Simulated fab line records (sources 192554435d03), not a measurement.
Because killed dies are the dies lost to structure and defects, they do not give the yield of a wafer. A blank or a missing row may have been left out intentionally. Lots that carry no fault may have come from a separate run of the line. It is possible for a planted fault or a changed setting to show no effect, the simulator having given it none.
A lot that was struck, set against a sound lot || flow n5-finfet || 28 steps out of a route of 1938
Sound: these wafers, L964.4, L964.5, L964.6. Wafers L961.1, L961.2, L961.5 were the ones struck. At the end, the cause is stated.
Per side, at each step with rows, come the tool, then ch with its chambers, and then its first start. Under that, the readings that differ: sound wafers || struck wafers || difference of the means || sigmas: that difference in standard deviations of wafers without a fault.
alike: same words and numbers on both sides, and readings whose means sit less than 2 such deviations apart. not compared: any withheld reading, any reading some wafer has no value for, any bound like >300 that may hide the same value, and any number with overlapping values for which the record gives no deviation.
The two part at a step that has a row with sigmas, a row that says differs or no value, or rows on one side only. Numbers that have no deviation but don't overlap get no sigmas and don't part them. A reading that every wafer of one side lacks parts them only if that side has two wafers or more.

first, 8 steps without rows for these wafers: N5_BEOL_M0_CMP_120 (polishes, stops on SiOC, t overpolish 6.9 s); N5_BEOL_M0_PRE_CLEAN_131 (time 15 s); N5_BEOL_M0_CO_CAP_123 (material Co, precursor CCTBA/H2, target thk 2 nm, time 102.1 s); N5_BEOL_M0_PRE_CLEAN_124 (time 15 s); N5_BEOL_M0_DEP_125 (deposits SiCN from 3MS/NH3, target thk 8 nm, time 14 s); N5_BEOL_M1_ILD_DEP_00 (deposits SiOC from DEMS/O2, target thk 79 nm, time 15.3 s); N5_BEOL_M1_PECVD_72 (deposits SiO2 from TEOS/O2, target thk 16 nm, time 18 s); N5_BEOL_M1_HM_DEP_02 (deposits TiN, target thk 20 nm).
N5_BEOL_M1_COAT_61: time 60 s, resist thk 60 nm.
  sound on litho-track-04 ch 0, day 11 01:27; struck on litho-track-02 ch 0, day 10 07:10
{"reading": "spin-speed-rpm (rpm)", "sound": "1499.5 1500.7 1501.1", "struck": "1283.3 1282.4 1283.2", "difference": -217.5, "sigmas": "-99 or more"}
{"reading": "model.SOC_of_BEOL_M1_COAT_61.thk-nm (nm)", "sound": "60 60 60", "struck": "64.6 64.8 64.8", "difference": "+4.7", "sigmas": ""}
  alike: resist-line-temp-C
then, 11 steps without rows for these wafers: N5_BEOL_M1_COAT_62 (time 60 s, resist thk 12 nm); N5_BEOL_M1_COAT_73 (time 60 s, resist thk 5 nm); N5_BEOL_M1_COAT_05 (resist thk 30 nm); N5_BEOL_M1_EBR_07; N5_BEOL_M1_SOFTBAKE_06 (time 60 s); N5_BEOL_M1_EXPOSE_08 (exposes mask M1); N5_BEOL_M1_PEB_09 (peb time 60 s); N5_BEOL_M1_DEVELOP_10 (develop time 30 s); N5_BEOL_M1_DESCUM_16 (chemistry O2, time 7 s); N5_BEOL_M1_ETCH_74 (etches underlayer in N2/H2, target depth 6.5 nm, time 5.2 s); N5_BEOL_M1_ETCH_63 (etches SiARC in CF4, target depth 15.6 nm, time 26 s).
N5_BEOL_M1_ETCH_64: etches SOC in N2/H2, target depth 75 nm, overetch 15 nm, time 112.5 s.
  sound on rie-diel-03 ch 0,1,2, day 11 02:07; struck on rie-diel-03 ch 0,1,3, day 10 07:40
{"reading": "model.etch.depth-nm (nm)", "sound": "59.92 59.96 60.1", "struck": "64.65 64.79 64.71", "difference": "+4.72", "sigmas": ""}
  alike: drypump-motor-current-A, oes-product-au, rf-vpp-V, showerhead-plenum-p-Torr, throttle-valve-pct
  not compared: rf-hours-counter-h
then, 3 steps without rows for these wafers: N5_BEOL_M1_STRIP_65 (strips in N2/H2); N5_BEOL_M1_STRIP_75 (strips in N2/H2); N5_BEOL_M1_STRIP_66 (strips in CF4).
N5_BEOL_M1_HM_OPEN_17: chemistry Cl2/BCl3, target TiN, target depth 20 nm, overetch 6 nm.
  sound on rie-metal-03 ch 0,1, day 11 02:19; struck on rie-metal-03 ch 0,1, day 10 07:50
{"reading": "model.SOC_of_BEOL_M1_COAT_61.thk-nm (nm)", "sound": "52 52 52.4", "struck": "56.6 57 56.6", "difference": "+4.6", "sigmas": ""}
  alike: drypump-motor-current-A, he-backside-leak-sccm, oes-product-au, throttle-valve-pct
  not compared: rf-hours-counter-h
then, 1 step without rows for these wafers: N5_BEOL_M1_STRIP_19 (strips in O2).
N5_BEOL_M4_RC_MEAS_101:
  sound on prober-01 ch 0, day 13 06:58; struck on prober-02 ch 0, day 12 06:09
  alike: DIBL_N, DIBL_P, IOFF_N, IOFF_P, ION_N, ION_P, SS_N, SS_P, VT_N, VT_P
-- here the record skips 6 days between the struck wafers' starts before and after, leaving off in module BEOL_M4 and picking up in module PASSIVATION (first step shown: number 1936 of the route) --
N5_PASSIVATION_PROBE_49:
  sound on prober-02, day 17 02:50; struck on prober-01, day 18 17:55
  alike: defect-limited-yield, killed_at_M0_to_M3, killed_at_M4_up, killed-at-contacts, killed-at-front-end, killed-at-other, killed-dies, killed-on-rim, killed-open, killed-short, sort_bin_5_function, sort_bin_6_memory, sort-n-pass, sort-yield-pct

## WHERE THEY PART
Only at N5_BEOL_M1_COAT_61, within this record. Later steps at which nothing parts them and some readings are alike: N5_BEOL_M1_ETCH_64, N5_BEOL_M1_HM_OPEN_17, N5_BEOL_M4_RC_MEAS_101, N5_PASSIVATION_PROBE_49.

WHY: whatever the simulator had introduced
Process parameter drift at N5_BEOL_M1_COAT_61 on litho-track-02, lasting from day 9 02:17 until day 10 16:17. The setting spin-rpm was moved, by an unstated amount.
